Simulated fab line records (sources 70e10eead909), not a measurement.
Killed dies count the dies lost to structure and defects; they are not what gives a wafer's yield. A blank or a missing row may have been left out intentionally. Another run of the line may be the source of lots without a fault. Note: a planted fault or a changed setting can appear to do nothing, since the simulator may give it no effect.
Matching of chambers -- flow nand harc -- 4 sister chambers for NHARC_P_CONTACT_STRIP_28 on rie diel-05
The step strips in O2. 4 wafers are shown with their chamber, then 8 later ones without.

== EACH WAFER AND ITS CHAMBER ==
wafer,chamber,drypump motor current A (A)
L075.2,0,6.3
L080.3,1,5.1
L080.4,2,5.8
L085.1,3,5.3

== WAFERS WITH NO CHAMBER GIVEN ==
wafer,drypump motor current A (A)
L085.2,5.7
L085.3,5.1
L088.3,5.7
L088.4,5.1
L088.6,5.3
L097.1,6.4
L097.2,5.7
L097.3,5.1

== THE CHAMBER EACH PASSED THROUGH ==
wafer,from the rows above,in truth
L085.2,2,2
L085.3,1,1
L088.3,2,2
L088.4,1,1
L088.6,3,3
L097.1,0,0
L097.2,2,2
L097.3,1,1
Correct placement for 8 of the 8. Left unplaced by these rows: 0. Placed wrongly: 0.
How it was worked out, from the rows above alone: a wafer's distance from a chamber is the root of the sum, over the readings, of the square of ((its reading less the chamber's mean) divided by the reading's scatter). The wafer belongs to the nearest chamber; if the next one is less than 2 further off, it can't be placed. The mean given for a chamber averages the wafers shown for that chamber. The scatter: root of mean squared gap, hidden wafer to nearest shown wafer, with one shown wafer a chamber.
